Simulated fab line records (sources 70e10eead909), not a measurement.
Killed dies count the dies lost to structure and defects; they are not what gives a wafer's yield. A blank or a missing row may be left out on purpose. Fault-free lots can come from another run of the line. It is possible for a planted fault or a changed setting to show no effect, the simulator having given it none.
What tool caused it? / flow nand-harc / Sampling: 12 lots, 36 wafers, 3 of 1302 route steps

WHAT EACH GAUGE READ, for each wafer
NHARC_P_CONTACT_INSPECT_27.
lot=L074; measured=day 6 09:40; on=defect-inspect-02; raw-defect-count=306 249 287
lot=L077; measured=day 7 16:59; on=defect-inspect-02; raw-defect-count=324 650 258
lot=L079; measured=day 8 04:38; on=defect-inspect-02; raw-defect-count=146 240 115
lot=L081; measured=day 8 18:27; on=defect-inspect-02; raw-defect-count=303 175 166
lot=L083; measured=day 9 13:12; on=defect-inspect-01; raw-defect-count=165 264 136
lot=L085; measured=day 10 10:56; on=defect-inspect-01; raw-defect-count=284 329 474
lot=L087; measured=day 12 02:02; on=defect-inspect-01; raw-defect-count=342 261 320
lot=L089; measured=day 12 13:59; on=defect-inspect-02; raw-defect-count=378 131 192
lot=L091; measured=day 13 13:05; on=defect-inspect-02; raw-defect-count=670 587 514
lot=L093; measured=day 14 04:10; on=defect-inspect-02; raw-defect-count=184 153 190
lot=L095; measured=day 14 19:45; on=defect-inspect-02; raw-defect-count=229 198 392
lot=L097; measured=day 15 10:04; on=defect-inspect-01; raw-defect-count=479 366 298

WHICH TOOL RAN EACH LOT (tool, then ch and the chambers of the sampled wafers, then the start)
lot=L074; NHARC_P_GATE_STRIP_75=plasma-asher-01 ch 0,1, day 5 22:59; NHARC_P_GATE_RTA_82=rtp-anneal-02 ch 0, day 6 04:37
lot=L077; NHARC_P_GATE_STRIP_75=plasma-asher-02 ch 0,1, day 7 06:10; NHARC_P_GATE_RTA_82=rtp-anneal-01 ch 0, day 7 11:53
lot=L079; NHARC_P_GATE_STRIP_75=plasma-asher-01 ch 0,1, day 7 17:50; NHARC_P_GATE_RTA_82=rtp-anneal-01 ch 0, day 7 23:37
lot=L081; NHARC_P_GATE_STRIP_75=plasma-asher-02 ch 0,1, day 8 08:00; NHARC_P_GATE_RTA_82=rtp-anneal-02 ch 0, day 8 13:23
lot=L083; NHARC_P_GATE_STRIP_75=plasma-asher-02 ch 0,1, day 9 02:20; NHARC_P_GATE_RTA_82=rtp-anneal-01 ch 0, day 9 08:01
lot=L085; NHARC_P_GATE_STRIP_75=plasma-asher-02 ch 0,1, day 10 00:46; NHARC_P_GATE_RTA_82=rtp-anneal-01 ch 0, day 10 06:03
lot=L087; NHARC_P_GATE_STRIP_75=plasma-asher-01 ch 0,1, day 11 15:19; NHARC_P_GATE_RTA_82=rtp-anneal-02 ch 0, day 11 20:59
lot=L089; NHARC_P_GATE_STRIP_75=plasma-asher-02 ch 0,1, day 11 23:31; NHARC_P_GATE_RTA_82=rtp-anneal-02 ch 0, day 12 09:04
lot=L091; NHARC_P_GATE_STRIP_75=plasma-asher-01 ch 0,1, day 13 02:46; NHARC_P_GATE_RTA_82=rtp-anneal-02 ch 0, day 13 08:02
lot=L093; NHARC_P_GATE_STRIP_75=plasma-asher-02 ch 0,1, day 13 17:41; NHARC_P_GATE_RTA_82=rtp-anneal-02 ch 0, day 13 23:16
lot=L095; NHARC_P_GATE_STRIP_75=plasma-asher-01 ch 0,1, day 14 09:07; NHARC_P_GATE_RTA_82=rtp-anneal-01 ch 0, day 14 14:44
lot=L097; NHARC_P_GATE_STRIP_75=plasma-asher-02 ch 0, day 14 23:38; NHARC_P_GATE_RTA_82=rtp-anneal-01 ch 0, day 15 05:03
- NHARC_P_GATE_STRIP_75: strips in O2.
- NHARC_P_GATE_RTA_82: time 30 s.

THE ANSWER, worked out from the rows above alone
Rule: the lots themselves supply what counts as usual. Put in order of their means at a reading, lots are off if they are a third of the lots or fewer, leave a main group of 4 or more, and stand apart from it by a gap of 3 or more times the standard deviation of the main group's means; of several such gaps the widest counts. The tables above print the reading to a certain number of digits; a main group whose means all agree to those digits is not used. A lot without any number at a reading at which 4 lots or more have one is off too. The other lots that the step has rows for count as sound.
Nothing can be told from this: no lot is off at any reading shown.

WHAT THE SIMULATOR PUT IN
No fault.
